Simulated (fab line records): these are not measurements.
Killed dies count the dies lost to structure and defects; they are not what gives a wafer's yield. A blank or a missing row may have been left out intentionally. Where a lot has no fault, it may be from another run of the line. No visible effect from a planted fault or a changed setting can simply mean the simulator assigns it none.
Matching of chambers ; flow nand_harc ; NHARC_P_CONTACT_DEP_30 on pecvd-01: 3 sister chambers
The step deposits SiNx, target thk 30 nm. 6 wafers are shown with their chamber, then 9 later ones without.

WAFERS WITH THEIR CHAMBER
wafer;chamber;heater_power_w (W)
L081.4;0;783
L082.4;0;810
L082.6;1;671
L086.1;2;834
L086.3;1;627
L086.6;2;842

WAFERS WITHOUT THEIR CHAMBER
wafer;heater_power_w (W)
L090.1;857
L090.2;691
L090.6;802
L091.2;796
L091.4;816
L091.5;634
L096.1;927
L096.2;837
L096.5;743

EACH ONE'S CHAMBER
wafer;from the rows above;in truth
L090.1;can't be placed: 2 or 0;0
L090.2;1;1
L090.6;can't be placed: 0 or 2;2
L091.2;can't be placed: 0 or 2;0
L091.4;can't be placed: 0 or 2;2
L091.5;1;1
L096.1;can't be placed: 2 or 0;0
L096.2;can't be placed: 2 or 0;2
L096.5;can't be placed: 0 or 1 or 2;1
Correctly placed: 2 of 9. These rows do not allow placing 7 (true chamber among the candidates in 7). Placed wrongly: 0.
How it was worked out, from the rows above alone: a wafer's distance from a chamber is the root of the sum, over the readings, of the square of ((its reading less the chamber's mean) divided by the reading's scatter). If the next closest chamber is less than 2 further off than the closest, the wafer can't be placed; otherwise it belongs to the closest. The mean given for a chamber averages the wafers shown for that chamber. The scatter is the square root of a quotient: the sum, over the shown wafers, of each reading's squared deviation from its chamber's mean, divided by wafers minus chambers.
